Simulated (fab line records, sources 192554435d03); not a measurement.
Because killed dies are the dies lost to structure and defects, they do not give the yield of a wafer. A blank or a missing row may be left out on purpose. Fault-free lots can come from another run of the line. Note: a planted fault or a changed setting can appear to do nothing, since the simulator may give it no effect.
fab line records / flow n5-finfet
record lots=6 wafers=18 last-day=17
route steps=1938 shown BEOL_M1@811 BEOL_M4@1111
lots that met no fault: taken from a fault-free run of the same line
start-h: hours from the record's first day to the start of the lot's first wafer shown / wait-h: hours from the lot's prior step to this one / " unchanged from the row above / L1.1+2: one row covering several wafers at once / - no value, or no start given / * or withheld: withheld / < > ~ a bound
route shown NAME@n: NAME is a module with steps in the file, n the number in the route of the first one / usual: mean/standard deviation of fault-free wafers / same: alike in all rows / chamber/n: place in a boat / sites: each site's reading / _std_site: how widely they spread, as a standard deviation / _edge_site: mean of outer sites minus mean of inner sites / radius-mm: for every site, how far away it sits from the centre of the wafer / mask NAME#n: copy n / behind: tool/chamber where the wafer was last shaped / hold: cause of the lot's hold/its duration in hours/its outcome / device: names the non-switching transistor (n, p or np) / end of line: at the end of the route, the tests of the same wafers / for a step that has no rows: nothing shown but its recipe / killed: count of dies lost to structure and defects at first sort (not the wafer's yield) / map: a wafer's dies, marking killed ones x, the rest . and places with no die _
set.NAME: the setting as run; set.NAME@STEP: as run at that earlier step / model.NAME: the simulator's own value behind a step, which no gauge read
certain route steps with their lots: each step a table, each wafer a row
## steps
# step N5_BEOL_M1_ALD_84
# recipe material=TaN target-thk-a=* temp-c=275 ald-precursor-family=PDMAT ald-co-reactant=NH3 pressure-torr=3 carrier-flow-sccm=1500 pulse-time-s=2 purge-time-s=3 co-reactant-purge-time-s=2 co-reactant-pulse-time-s=3 ald-cycles=30 precursor-vessel-temp-c=75 precursor-vessel-pressure-torr=26.25 precursor-vessel-carrier-sccm=1000
# step N5_BEOL_M1_SURFACE_TREAT_85
# recipe gas=Ar time-s=* ion-energy-ev=* ion-current-ma-cm2=0.5 pressure-mtorr=* ar-flow-sccm=30
# step N5_BEOL_M1_CVD_47
# recipe material=Co target-thk-a=30 temp-c=withheld precursor=CCTBA/H2 pressure-torr=30 time-s=223.8
# step N5_BEOL_M1_SPUTTER_48
# recipe material=Cu target-thk-a=45 temp-c=-20 chamber-pressure-pa=0.07 power-w=withheld time-s=8.29
# step N5_BEOL_M1_ANNEAL_49
# recipe temp-c=400 time-s=240 ambient=vacuum
# step N5_BEOL_M1_SPUTTER_79
# recipe material=Cu target-thk-a=45 temp-c=-20 chamber-pressure-pa=0.07 power-w=withheld time-s=8.29
# usual chuck-sensor-temp-C=-16.0/0.43 susceptor-temp-C=-19.99/0.12 throttle-valve-pct=29.9/1.3
lot.wafer=L341.1 tool=pvd-sputter-03 chamber=- start-h=127.02 wait-h=0.1 chuck-sensor-temp-C=-15.5 susceptor-temp-C=-20.09 throttle-valve-pct=30.5
lot.wafer=L341.2 tool=pvd-sputter-03 chamber=- start-h=127.02 wait-h=0.1 chuck-sensor-temp-C=-15.9 susceptor-temp-C=-20.10 throttle-valve-pct=31.1
lot.wafer=L341.6 tool=pvd-sputter-03 chamber=- start-h=127.02 wait-h=0.1 chuck-sensor-temp-C=-15.5 susceptor-temp-C=-19.98 throttle-valve-pct=30.7
lot.wafer=L347.3 tool=pvd-sputter-02 chamber=- start-h=170.88 wait-h=0.1 chuck-sensor-temp-C=-16.5 susceptor-temp-C=-19.99 throttle-valve-pct=30.8
lot.wafer=L347.4 tool=pvd-sputter-02 chamber=- start-h=170.88 wait-h=0.1 chuck-sensor-temp-C=-16.6 susceptor-temp-C=-19.99 throttle-valve-pct=29.7
lot.wafer=L347.6 tool=pvd-sputter-02 chamber=- start-h=170.88 wait-h=0.1 chuck-sensor-temp-C=-15.4 susceptor-temp-C=-20.11 throttle-valve-pct=29.6
lot.wafer=L355.2 tool=pvd-sputter-02 chamber=- start-h=216.40 wait-h=0.1 chuck-sensor-temp-C=-15.3 susceptor-temp-C=-20.07 throttle-valve-pct=29.8
lot.wafer=L355.3 tool=pvd-sputter-02 chamber=- start-h=216.40 wait-h=0.1 chuck-sensor-temp-C=-16.5 susceptor-temp-C=-20.02 throttle-valve-pct=29.6
lot.wafer=L355.5 tool=pvd-sputter-02 chamber=- start-h=216.40 wait-h=0.1 chuck-sensor-temp-C=-16.3 susceptor-temp-C=-20.02 throttle-valve-pct=30.8
lot.wafer=L356.3 tool=pvd-sputter-01 chamber=- start-h=220.59 wait-h=0.1 chuck-sensor-temp-C=-16.3 susceptor-temp-C=-20.04 throttle-valve-pct=30.6
lot.wafer=L356.5 tool=pvd-sputter-01 chamber=- start-h=220.59 wait-h=0.1 chuck-sensor-temp-C=-16.5 susceptor-temp-C=-20.04 throttle-valve-pct=27.7
lot.wafer=L356.6 tool=pvd-sputter-01 chamber=- start-h=220.59 wait-h=0.1 chuck-sensor-temp-C=-15.5 susceptor-temp-C=-19.85 throttle-valve-pct=29.9
lot.wafer=L362.1 tool=pvd-sputter-03 chamber=- start-h=249.24 wait-h=0.1 chuck-sensor-temp-C=-16.2 susceptor-temp-C=-20.08 throttle-valve-pct=29.2
lot.wafer=L362.3 tool=pvd-sputter-03 chamber=- start-h=249.24 wait-h=0.1 chuck-sensor-temp-C=-16.2 susceptor-temp-C=-20.10 throttle-valve-pct=30.9
lot.wafer=L362.5 tool=pvd-sputter-03 chamber=- start-h=249.24 wait-h=0.1 chuck-sensor-temp-C=-15.5 susceptor-temp-C=-20.07 throttle-valve-pct=30.7
lot.wafer=L364.1 tool=pvd-sputter-03 chamber=- start-h=273.51 wait-h=0.1 chuck-sensor-temp-C=-15.9 susceptor-temp-C=-20.01 throttle-valve-pct=31.3
lot.wafer=L364.4 tool=pvd-sputter-03 chamber=- start-h=273.51 wait-h=0.1 chuck-sensor-temp-C=-16.1 susceptor-temp-C=-19.85 throttle-valve-pct=29.3
lot.wafer=L364.6 tool=pvd-sputter-03 chamber=- start-h=273.51 wait-h=0.1 chuck-sensor-temp-C=-16.4 susceptor-temp-C=-20.05 throttle-valve-pct=31.2
# step N5_BEOL_M1_ANNEAL_80
# recipe temp-c=400 time-s=240 ambient=vacuum
# usual heater-power-w=808/84 susceptor-temp-C=399.99/0.21
lot.wafer=L341.1 tool=pvd-sputter-03 chamber=- start-h=127.10 wait-h=0.0 heater-power-w=731 susceptor-temp-C=399.97
lot.wafer=L341.2 tool=pvd-sputter-03 chamber=- start-h=127.10 wait-h=0.0 heater-power-w=823 susceptor-temp-C=399.91
lot.wafer=L341.6 tool=pvd-sputter-03 chamber=- start-h=127.10 wait-h=0.0 heater-power-w=723 susceptor-temp-C=400.09
lot.wafer=L347.3 tool=pvd-sputter-02 chamber=- start-h=170.96 wait-h=0.0 heater-power-w=770 susceptor-temp-C=399.94
lot.wafer=L347.4 tool=pvd-sputter-02 chamber=- start-h=170.96 wait-h=0.0 heater-power-w=803 susceptor-temp-C=400.08
lot.wafer=L347.6 tool=pvd-sputter-02 chamber=- start-h=170.96 wait-h=0.0 heater-power-w=781 susceptor-temp-C=399.83
lot.wafer=L355.2 tool=pvd-sputter-02 chamber=- start-h=216.48 wait-h=0.0 heater-power-w=794 susceptor-temp-C=399.78
lot.wafer=L355.3 tool=pvd-sputter-02 chamber=- start-h=216.48 wait-h=0.0 heater-power-w=805 susceptor-temp-C=399.85
lot.wafer=L355.5 tool=pvd-sputter-02 chamber=- start-h=216.48 wait-h=0.0 heater-power-w=757 susceptor-temp-C=400.14
lot.wafer=L356.3 tool=pvd-sputter-01 chamber=- start-h=220.67 wait-h=0.0 heater-power-w=894 susceptor-temp-C=399.84
lot.wafer=L356.5 tool=pvd-sputter-01 chamber=- start-h=220.67 wait-h=0.0 heater-power-w=807 susceptor-temp-C=400.32
lot.wafer=L356.6 tool=pvd-sputter-01 chamber=- start-h=220.67 wait-h=0.0 heater-power-w=982 susceptor-temp-C=399.95
lot.wafer=L362.1 tool=pvd-sputter-03 chamber=- start-h=249.32 wait-h=0.0 heater-power-w=838 susceptor-temp-C=400.30
lot.wafer=L362.3 tool=pvd-sputter-03 chamber=- start-h=249.32 wait-h=0.0 heater-power-w=837 susceptor-temp-C=400.10
lot.wafer=L362.5 tool=pvd-sputter-03 chamber=- start-h=249.32 wait-h=0.0 heater-power-w=710 susceptor-temp-C=400.10
lot.wafer=L364.1 tool=pvd-sputter-03 chamber=- start-h=273.59 wait-h=0.0 heater-power-w=848 susceptor-temp-C=400.00
lot.wafer=L364.4 tool=pvd-sputter-03 chamber=- start-h=273.59 wait-h=0.0 heater-power-w=872 susceptor-temp-C=399.92
lot.wafer=L364.6 tool=pvd-sputter-03 chamber=- start-h=273.59 wait-h=0.0 heater-power-w=822 susceptor-temp-C=399.78
# step N5_BEOL_M1_SPUTTER_81
# recipe material=Cu target-thk-a=45 temp-c=-20 chamber-pressure-pa=0.07 power-w=withheld time-s=8.29
# step N5_BEOL_M1_ANNEAL_82
# recipe temp-c=400 time-s=240 ambient=vacuum
# step N5_BEOL_M1_SPUTTER_86
# recipe material=Cu target-thk-a=45 temp-c=-20 chamber-pressure-pa=0.07 power-w=withheld time-s=8.29
# usual chuck-sensor-temp-C=-16.0/0.43 susceptor-temp-C=-20.01/0.11 throttle-valve-pct=29.9/1.3
lot.wafer=L341.1 tool=pvd-sputter-03 chamber=- start-h=127.46 wait-h=0.1 chuck-sensor-temp-C=-15.6 susceptor-temp-C=-19.83 throttle-valve-pct=30.6
lot.wafer=L341.2 tool=pvd-sputter-03 chamber=- start-h=127.46 wait-h=0.1 chuck-sensor-temp-C=-15.8 susceptor-temp-C=-20.01 throttle-valve-pct=31.4
lot.wafer=L341.6 tool=pvd-sputter-03 chamber=- start-h=127.46 wait-h=0.1 chuck-sensor-temp-C=-15.4 susceptor-temp-C=-19.95 throttle-valve-pct=30.6
lot.wafer=L347.3 tool=pvd-sputter-02 chamber=- start-h=171.32 wait-h=0.1 chuck-sensor-temp-C=-16.5 susceptor-temp-C=-19.95 throttle-valve-pct=30.7
lot.wafer=L347.4 tool=pvd-sputter-02 chamber=- start-h=171.32 wait-h=0.1 chuck-sensor-temp-C=-16.4 susceptor-temp-C=-19.91 throttle-valve-pct=29.3
lot.wafer=L347.6 tool=pvd-sputter-02 chamber=- start-h=171.32 wait-h=0.1 chuck-sensor-temp-C=-15.1 susceptor-temp-C=-20.13 throttle-valve-pct=29.5
lot.wafer=L355.2 tool=pvd-sputter-02 chamber=- start-h=216.84 wait-h=0.1 chuck-sensor-temp-C=-15.2 susceptor-temp-C=-20.00 throttle-valve-pct=29.5
lot.wafer=L355.3 tool=pvd-sputter-02 chamber=- start-h=216.84 wait-h=0.1 chuck-sensor-temp-C=-16.5 susceptor-temp-C=-19.91 throttle-valve-pct=29.5
lot.wafer=L355.5 tool=pvd-sputter-02 chamber=- start-h=216.84 wait-h=0.1 chuck-sensor-temp-C=-16.5 susceptor-temp-C=-20.17 throttle-valve-pct=30.7
lot.wafer=L356.3 tool=pvd-sputter-01 chamber=- start-h=221.03 wait-h=0.1 chuck-sensor-temp-C=-16.3 susceptor-temp-C=-20.08 throttle-valve-pct=30.4
lot.wafer=L356.5 tool=pvd-sputter-01 chamber=- start-h=221.03 wait-h=0.1 chuck-sensor-temp-C=-16.8 susceptor-temp-C=-20.10 throttle-valve-pct=27.5
lot.wafer=L356.6 tool=pvd-sputter-01 chamber=- start-h=221.03 wait-h=0.1 chuck-sensor-temp-C=-15.5 susceptor-temp-C=-20.04 throttle-valve-pct=29.8
lot.wafer=L362.1 tool=pvd-sputter-03 chamber=- start-h=249.68 wait-h=0.1 chuck-sensor-temp-C=-16.3 susceptor-temp-C=-20.15 throttle-valve-pct=28.9
lot.wafer=L362.3 tool=pvd-sputter-03 chamber=- start-h=249.68 wait-h=0.1 chuck-sensor-temp-C=-16.4 susceptor-temp-C=-20.03 throttle-valve-pct=30.9
lot.wafer=L362.5 tool=pvd-sputter-03 chamber=- start-h=249.68 wait-h=0.1 chuck-sensor-temp-C=-15.4 susceptor-temp-C=-19.88 throttle-valve-pct=30.5
lot.wafer=L364.1 tool=pvd-sputter-03 chamber=- start-h=273.95 wait-h=0.1 chuck-sensor-temp-C=-15.8 susceptor-temp-C=-19.88 throttle-valve-pct=31.5
lot.wafer=L364.4 tool=pvd-sputter-03 chamber=- start-h=273.95 wait-h=0.1 chuck-sensor-temp-C=-16.3 susceptor-temp-C=-19.98 throttle-valve-pct=29.2
lot.wafer=L364.6 tool=pvd-sputter-03 chamber=- start-h=273.95 wait-h=0.1 chuck-sensor-temp-C=-16.4 susceptor-temp-C=-20.03 throttle-valve-pct=31.2
# step N5_BEOL_M1_ANNEAL_87
# recipe temp-c=400 time-s=240 ambient=vacuum
# usual heater-power-w=808/83 susceptor-temp-C=400.01/0.22
lot.wafer=L341.1 tool=pvd-sputter-03 chamber=- start-h=127.54 wait-h=0.0 heater-power-w=717 susceptor-temp-C=400.02
lot.wafer=L341.2 tool=pvd-sputter-03 chamber=- start-h=127.54 wait-h=0.0 heater-power-w=812 susceptor-temp-C=399.96
lot.wafer=L341.6 tool=pvd-sputter-03 chamber=- start-h=127.54 wait-h=0.0 heater-power-w=730 susceptor-temp-C=400.09
lot.wafer=L347.3 tool=pvd-sputter-02 chamber=- start-h=171.40 wait-h=0.0 heater-power-w=771 susceptor-temp-C=399.88
lot.wafer=L347.4 tool=pvd-sputter-02 chamber=- start-h=171.40 wait-h=0.0 heater-power-w=813 susceptor-temp-C=399.57
lot.wafer=L347.6 tool=pvd-sputter-02 chamber=- start-h=171.40 wait-h=0.0 heater-power-w=797 susceptor-temp-C=399.58
lot.wafer=L355.2 tool=pvd-sputter-02 chamber=- start-h=216.92 wait-h=0.0 heater-power-w=800 susceptor-temp-C=399.92
lot.wafer=L355.3 tool=pvd-sputter-02 chamber=- start-h=216.92 wait-h=0.0 heater-power-w=787 susceptor-temp-C=399.76
lot.wafer=L355.5 tool=pvd-sputter-02 chamber=- start-h=216.92 wait-h=0.0 heater-power-w=774 susceptor-temp-C=400.09
lot.wafer=L356.3 tool=pvd-sputter-01 chamber=- start-h=221.11 wait-h=0.0 heater-power-w=870 susceptor-temp-C=400.12
lot.wafer=L356.5 tool=pvd-sputter-01 chamber=- start-h=221.11 wait-h=0.0 heater-power-w=815 susceptor-temp-C=400.46
lot.wafer=L356.6 tool=pvd-sputter-01 chamber=- start-h=221.11 wait-h=0.0 heater-power-w=991 susceptor-temp-C=400.22
lot.wafer=L362.1 tool=pvd-sputter-03 chamber=- start-h=249.76 wait-h=0.0 heater-power-w=838 susceptor-temp-C=399.97
lot.wafer=L362.3 tool=pvd-sputter-03 chamber=- start-h=249.76 wait-h=0.0 heater-power-w=833 susceptor-temp-C=400.19
lot.wafer=L362.5 tool=pvd-sputter-03 chamber=- start-h=249.76 wait-h=0.0 heater-power-w=739 susceptor-temp-C=399.79
lot.wafer=L364.1 tool=pvd-sputter-03 chamber=- start-h=274.03 wait-h=0.0 heater-power-w=818 susceptor-temp-C=399.65
lot.wafer=L364.4 tool=pvd-sputter-03 chamber=- start-h=274.03 wait-h=0.0 heater-power-w=851 susceptor-temp-C=399.97
lot.wafer=L364.6 tool=pvd-sputter-03 chamber=- start-h=274.03 wait-h=0.0 heater-power-w=870 susceptor-temp-C=399.71
# step N5_BEOL_M1_SPUTTER_88
# recipe material=Cu target-thk-a=45 temp-c=-20 chamber-pressure-pa=0.07 power-w=withheld time-s=8.29
# usual chuck-sensor-temp-C=-16.0/0.43 susceptor-temp-C=-20.01/0.098 throttle-valve-pct=29.9/1.3
lot.wafer=L341.1 tool=pvd-sputter-03 chamber=- start-h=127.68 wait-h=0.1 chuck-sensor-temp-C=-15.5 susceptor-temp-C=-19.84 throttle-valve-pct=30.6
lot.wafer=L341.2 tool=pvd-sputter-03 chamber=- start-h=127.68 wait-h=0.1 chuck-sensor-temp-C=-16.0 susceptor-temp-C=-19.99 throttle-valve-pct=30.8
lot.wafer=L341.6 tool=pvd-sputter-03 chamber=- start-h=127.68 wait-h=0.1 chuck-sensor-temp-C=-15.5 susceptor-temp-C=-20.01 throttle-valve-pct=30.4
lot.wafer=L347.3 tool=pvd-sputter-02 chamber=- start-h=171.54 wait-h=0.1 chuck-sensor-temp-C=-16.6 susceptor-temp-C=-19.84 throttle-valve-pct=30.9
lot.wafer=L347.4 tool=pvd-sputter-02 chamber=- start-h=171.54 wait-h=0.1 chuck-sensor-temp-C=-16.4 susceptor-temp-C=-20.12 throttle-valve-pct=29.4
lot.wafer=L347.6 tool=pvd-sputter-02 chamber=- start-h=171.54 wait-h=0.1 chuck-sensor-temp-C=-15.4 susceptor-temp-C=-20.11 throttle-valve-pct=29.5
lot.wafer=L355.2 tool=pvd-sputter-02 chamber=- start-h=217.06 wait-h=0.1 chuck-sensor-temp-C=-15.3 susceptor-temp-C=-20.01 throttle-valve-pct=29.4
lot.wafer=L355.3 tool=pvd-sputter-02 chamber=- start-h=217.06 wait-h=0.1 chuck-sensor-temp-C=-16.6 susceptor-temp-C=-20.05 throttle-valve-pct=29.3
lot.wafer=L355.5 tool=pvd-sputter-02 chamber=- start-h=217.06 wait-h=0.1 chuck-sensor-temp-C=-16.5 susceptor-temp-C=-19.90 throttle-valve-pct=31.0
lot.wafer=L356.3 tool=pvd-sputter-01 chamber=- start-h=221.25 wait-h=0.1 chuck-sensor-temp-C=-16.1 susceptor-temp-C=-19.94 throttle-valve-pct=30.6
lot.wafer=L356.5 tool=pvd-sputter-01 chamber=- start-h=221.25 wait-h=0.1 chuck-sensor-temp-C=-16.4 susceptor-temp-C=-19.83 throttle-valve-pct=27.9
lot.wafer=L356.6 tool=pvd-sputter-01 chamber=- start-h=221.25 wait-h=0.1 chuck-sensor-temp-C=-15.5 susceptor-temp-C=-19.83 throttle-valve-pct=29.9
lot.wafer=L362.1 tool=pvd-sputter-03 chamber=- start-h=249.90 wait-h=0.1 chuck-sensor-temp-C=-16.2 susceptor-temp-C=-20.11 throttle-valve-pct=29.4
lot.wafer=L362.3 tool=pvd-sputter-03 chamber=- start-h=249.90 wait-h=0.1 chuck-sensor-temp-C=-16.1 susceptor-temp-C=-19.82 throttle-valve-pct=31.2
lot.wafer=L362.5 tool=pvd-sputter-03 chamber=- start-h=249.90 wait-h=0.1 chuck-sensor-temp-C=-15.4 susceptor-temp-C=-19.98 throttle-valve-pct=30.6
lot.wafer=L364.1 tool=pvd-sputter-03 chamber=- start-h=274.17 wait-h=0.1 chuck-sensor-temp-C=-16.0 susceptor-temp-C=-20.06 throttle-valve-pct=30.9
lot.wafer=L364.4 tool=pvd-sputter-03 chamber=- start-h=274.17 wait-h=0.1 chuck-sensor-temp-C=-16.2 susceptor-temp-C=-20.06 throttle-valve-pct=29.0
lot.wafer=L364.6 tool=pvd-sputter-03 chamber=- start-h=274.17 wait-h=0.1 chuck-sensor-temp-C=-16.5 susceptor-temp-C=-20.10 throttle-valve-pct=31.3
# step N5_BEOL_M1_ANNEAL_89
# recipe temp-c=400 time-s=240 ambient=vacuum
# usual heater-power-w=811/85 susceptor-temp-C=399.98/0.22
lot.wafer=L341.1 tool=pvd-sputter-03 chamber=- start-h=127.76 wait-h=0.0 heater-power-w=747 susceptor-temp-C=400.09
lot.wafer=L341.2 tool=pvd-sputter-03 chamber=- start-h=127.76 wait-h=0.0 heater-power-w=859 susceptor-temp-C=400.23
lot.wafer=L341.6 tool=pvd-sputter-03 chamber=- start-h=127.76 wait-h=0.0 heater-power-w=726 susceptor-temp-C=399.99
lot.wafer=L347.3 tool=pvd-sputter-02 chamber=- start-h=171.62 wait-h=0.0 heater-power-w=791 susceptor-temp-C=400.24
lot.wafer=L347.4 tool=pvd-sputter-02 chamber=- start-h=171.62 wait-h=0.0 heater-power-w=824 susceptor-temp-C=400.16
lot.wafer=L347.6 tool=pvd-sputter-02 chamber=- start-h=171.62 wait-h=0.0 heater-power-w=784 susceptor-temp-C=399.78
lot.wafer=L355.2 tool=pvd-sputter-02 chamber=- start-h=217.14 wait-h=0.0 heater-power-w=- susceptor-temp-C=-
lot.wafer=L355.3 tool=pvd-sputter-02 chamber=- start-h=217.14 wait-h=0.0 heater-power-w=- susceptor-temp-C=-
lot.wafer=L355.5 tool=pvd-sputter-02 chamber=- start-h=217.14 wait-h=0.0 heater-power-w=- susceptor-temp-C=-
lot.wafer=L356.3 tool=pvd-sputter-01 chamber=- start-h=221.33 wait-h=0.0 heater-power-w=- susceptor-temp-C=-
lot.wafer=L356.5 tool=pvd-sputter-01 chamber=- start-h=221.33 wait-h=0.0 heater-power-w=- susceptor-temp-C=-
lot.wafer=L356.6 tool=pvd-sputter-01 chamber=- start-h=221.33 wait-h=0.0 heater-power-w=- susceptor-temp-C=-
lot.wafer=L362.1 tool=pvd-sputter-03 chamber=- start-h=249.98 wait-h=0.0 heater-power-w=832 susceptor-temp-C=399.67
lot.wafer=L362.3 tool=pvd-sputter-03 chamber=- start-h=249.98 wait-h=0.0 heater-power-w=862 susceptor-temp-C=400.18
lot.wafer=L362.5 tool=pvd-sputter-03 chamber=- start-h=249.98 wait-h=0.0 heater-power-w=728 susceptor-temp-C=399.82
lot.wafer=L364.1 tool=pvd-sputter-03 chamber=- start-h=274.25 wait-h=0.0 heater-power-w=844 susceptor-temp-C=399.90
lot.wafer=L364.4 tool=pvd-sputter-03 chamber=- start-h=274.25 wait-h=0.0 heater-power-w=854 susceptor-temp-C=399.99
lot.wafer=L364.6 tool=pvd-sputter-03 chamber=- start-h=274.25 wait-h=0.0 heater-power-w=834 susceptor-temp-C=399.75
# step N5_BEOL_M1_SPUTTER_90
# recipe material=Cu target-thk-a=45 temp-c=-20 chamber-pressure-pa=0.07 power-w=withheld time-s=8.29
# step N5_BEOL_M4_RC_MEAS_101
# usual DIBL_N=36.3/1.2 DIBL_P=36.1/1.6 IOFF_N=0.161/0.023 IOFF_P=0.209/0.027 ION_N=676/8.9 ION_P=462/5.3 SS_N=71.5/0.51 SS_P=73.2/0.5 VT_N=249.1/2.5 VT_P=-249.9/2.8
lot.wafer=L341.1 tool=prober-02 chamber=0 start-h=156.02 wait-h=0.0 DIBL_N[mV/V]=34.5 DIBL_P[mV/V]=33.8 IOFF_N[nA/um]=0.116 IOFF_P[nA/um]=0.162 ION_N[uA/um]=665 ION_P[uA/um]=458 SS_N[mV/dec]=71.2 SS_P[mV/dec]=72.8 VT_N[mV]=252.8 VT_P[mV]=-255.1
lot.wafer=L341.2 tool=prober-02 chamber=0 start-h=156.02 wait-h=0.0 DIBL_N[mV/V]=35.6 DIBL_P[mV/V]=35.4 IOFF_N[nA/um]=0.142 IOFF_P[nA/um]=0.182 ION_N[uA/um]=680 ION_P[uA/um]=462 SS_N[mV/dec]=70.8 SS_P[mV/dec]=73.0 VT_N[mV]=247.7 VT_P[mV]=-252.4
lot.wafer=L341.6 tool=prober-02 chamber=0 start-h=156.02 wait-h=0.0 DIBL_N[mV/V]=34.6 DIBL_P[mV/V]=34.3 IOFF_N[nA/um]=0.120 IOFF_P[nA/um]=0.172 ION_N[uA/um]=656 ION_P[uA/um]=454 SS_N[mV/dec]=71.3 SS_P[mV/dec]=72.7 VT_N[mV]=252.5 VT_P[mV]=-253.0
lot.wafer=L347.3 tool=prober-02 chamber=0 start-h=204.96 wait-h=0.3 DIBL_N[mV/V]=36.2 DIBL_P[mV/V]=36.6 IOFF_N[nA/um]=0.165 IOFF_P[nA/um]=0.220 ION_N[uA/um]=679 ION_P[uA/um]=465 SS_N[mV/dec]=71.8 SS_P[mV/dec]=72.8 VT_N[mV]=248.8 VT_P[mV]=-249.8
lot.wafer=L347.4 tool=prober-02 chamber=0 start-h=204.96 wait-h=0.3 DIBL_N[mV/V]=34.9 DIBL_P[mV/V]=35.5 IOFF_N[nA/um]=0.151 IOFF_P[nA/um]=0.207 ION_N[uA/um]=682 ION_P[uA/um]=464 SS_N[mV/dec]=71.8 SS_P[mV/dec]=73.6 VT_N[mV]=249.9 VT_P[mV]=-249.1
lot.wafer=L347.6 tool=prober-02 chamber=0 start-h=204.96 wait-h=0.3 DIBL_N[mV/V]=36.3 DIBL_P[mV/V]=36.9 IOFF_N[nA/um]=0.170 IOFF_P[nA/um]=0.227 ION_N[uA/um]=682 ION_P[uA/um]=470 SS_N[mV/dec]=71.9 SS_P[mV/dec]=72.8 VT_N[mV]=249.5 VT_P[mV]=-247.8
lot.wafer=L356.3 tool=prober-02 chamber=0 start-h=249.34 wait-h=0.3 DIBL_N[mV/V]=36.2 DIBL_P[mV/V]=36.4 IOFF_N[nA/um]=0.166 IOFF_P[nA/um]=0.206 ION_N[uA/um]=669 ION_P[uA/um]=459 SS_N[mV/dec]=71.3 SS_P[mV/dec]=73.2 VT_N[mV]=250.0 VT_P[mV]=-250.2
lot.wafer=L356.5 tool=prober-02 chamber=0 start-h=249.34 wait-h=0.3 DIBL_N[mV/V]=35.1 DIBL_P[mV/V]=35.6 IOFF_N[nA/um]=0.157 IOFF_P[nA/um]=0.204 ION_N[uA/um]=681 ION_P[uA/um]=469 SS_N[mV/dec]=72.0 SS_P[mV/dec]=72.9 VT_N[mV]=249.4 VT_P[mV]=-250.6
lot.wafer=L356.6 tool=prober-02 chamber=0 start-h=249.34 wait-h=0.3 DIBL_N[mV/V]=34.9 DIBL_P[mV/V]=34.8 IOFF_N[nA/um]=0.150 IOFF_P[nA/um]=0.186 ION_N[uA/um]=668 ION_P[uA/um]=459 SS_N[mV/dec]=71.0 SS_P[mV/dec]=72.8 VT_N[mV]=251.0 VT_P[mV]=-250.7
lot.wafer=L355.2 tool=prober-02 chamber=0 start-h=255.40 wait-h=0.2 DIBL_N[mV/V]=37.6 DIBL_P[mV/V]=37.7 IOFF_N[nA/um]=0.207 IOFF_P[nA/um]=0.212 ION_N[uA/um]=692 ION_P[uA/um]=462 SS_N[mV/dec]=71.4 SS_P[mV/dec]=73.6 VT_N[mV]=242.1 VT_P[mV]=-253.8
lot.wafer=L355.3 tool=prober-02 chamber=0 start-h=255.40 wait-h=0.2 DIBL_N[mV/V]=36.2 DIBL_P[mV/V]=37.0 IOFF_N[nA/um]=0.164 IOFF_P[nA/um]=0.195 ION_N[uA/um]=668 ION_P[uA/um]=455 SS_N[mV/dec]=70.7 SS_P[mV/dec]=73.3 VT_N[mV]=247.9 VT_P[mV]=-252.8
lot.wafer=L355.5 tool=prober-02 chamber=0 start-h=255.40 wait-h=0.2 DIBL_N[mV/V]=35.6 DIBL_P[mV/V]=35.3 IOFF_N[nA/um]=0.158 IOFF_P[nA/um]=0.183 ION_N[uA/um]=678 ION_P[uA/um]=454 SS_N[mV/dec]=71.6 SS_P[mV/dec]=72.9 VT_N[mV]=246.3 VT_P[mV]=-254.3
lot.wafer=L362.1 tool=prober-02 chamber=0 start-h=284.60 wait-h=0.0 DIBL_N[mV/V]=36.9 DIBL_P[mV/V]=38.7 IOFF_N[nA/um]=0.155 IOFF_P[nA/um]=0.237 ION_N[uA/um]=667 ION_P[uA/um]=460 SS_N[mV/dec]=71.6 SS_P[mV/dec]=73.7 VT_N[mV]=252.0 VT_P[mV]=-247.5
lot.wafer=L362.3 tool=prober-02 chamber=0 start-h=284.60 wait-h=0.0 DIBL_N[mV/V]=37.1 DIBL_P[mV/V]=38.2 IOFF_N[nA/um]=0.152 IOFF_P[nA/um]=0.223 ION_N[uA/um]=669 ION_P[uA/um]=455 SS_N[mV/dec]=71.5 SS_P[mV/dec]=73.6 VT_N[mV]=252.4 VT_P[mV]=-247.7
lot.wafer=L362.5 tool=prober-02 chamber=0 start-h=284.60 wait-h=0.0 DIBL_N[mV/V]=38.2 DIBL_P[mV/V]=40.2 IOFF_N[nA/um]=0.180 IOFF_P[nA/um]=0.271 ION_N[uA/um]=676 ION_P[uA/um]=465 SS_N[mV/dec]=71.6 SS_P[mV/dec]=74.1 VT_N[mV]=248.3 VT_P[mV]=-245.8
lot.wafer=L364.1 tool=prober-01 chamber=0 start-h=310.21 wait-h=0.0 DIBL_N[mV/V]=34.6 DIBL_P[mV/V]=33.6 IOFF_N[nA/um]=0.125 IOFF_P[nA/um]=0.169 ION_N[uA/um]=669 ION_P[uA/um]=460 SS_N[mV/dec]=71.2 SS_P[mV/dec]=73.0 VT_N[mV]=252.8 VT_P[mV]=-252.1
lot.wafer=L364.4 tool=prober-01 chamber=0 start-h=310.21 wait-h=0.0 DIBL_N[mV/V]=35.6 DIBL_P[mV/V]=34.4 IOFF_N[nA/um]=0.136 IOFF_P[nA/um]=0.179 ION_N[uA/um]=672 ION_P[uA/um]=460 SS_N[mV/dec]=71.8 SS_P[mV/dec]=73.0 VT_N[mV]=252.2 VT_P[mV]=-250.3
lot.wafer=L364.6 tool=prober-01 chamber=0 start-h=310.21 wait-h=0.0 DIBL_N[mV/V]=36.8 DIBL_P[mV/V]=36.1 IOFF_N[nA/um]=0.154 IOFF_P[nA/um]=0.201 ION_N[uA/um]=677 ION_P[uA/um]=459 SS_N[mV/dec]=71.5 SS_P[mV/dec]=73.3 VT_N[mV]=249.4 VT_P[mV]=-251.0
## key
first-sign step=N5_BEOL_M1_ANNEAL_89 reading=tool-record direction=missing
effect none on later readings
met-at N5_BEOL_M1_ANNEAL_89
struck-wafers L355.2,L355.3,L355.5,L356.3,L356.5,L356.6
onset-between 171.62 217.14
fault kind=skipped-step-whole tool=pvd-sputter-01,pvd-sputter-02 chamber=- onset-h=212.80 steps=N5_BEOL_M1_ANNEAL_89 scope=struck-lots-only
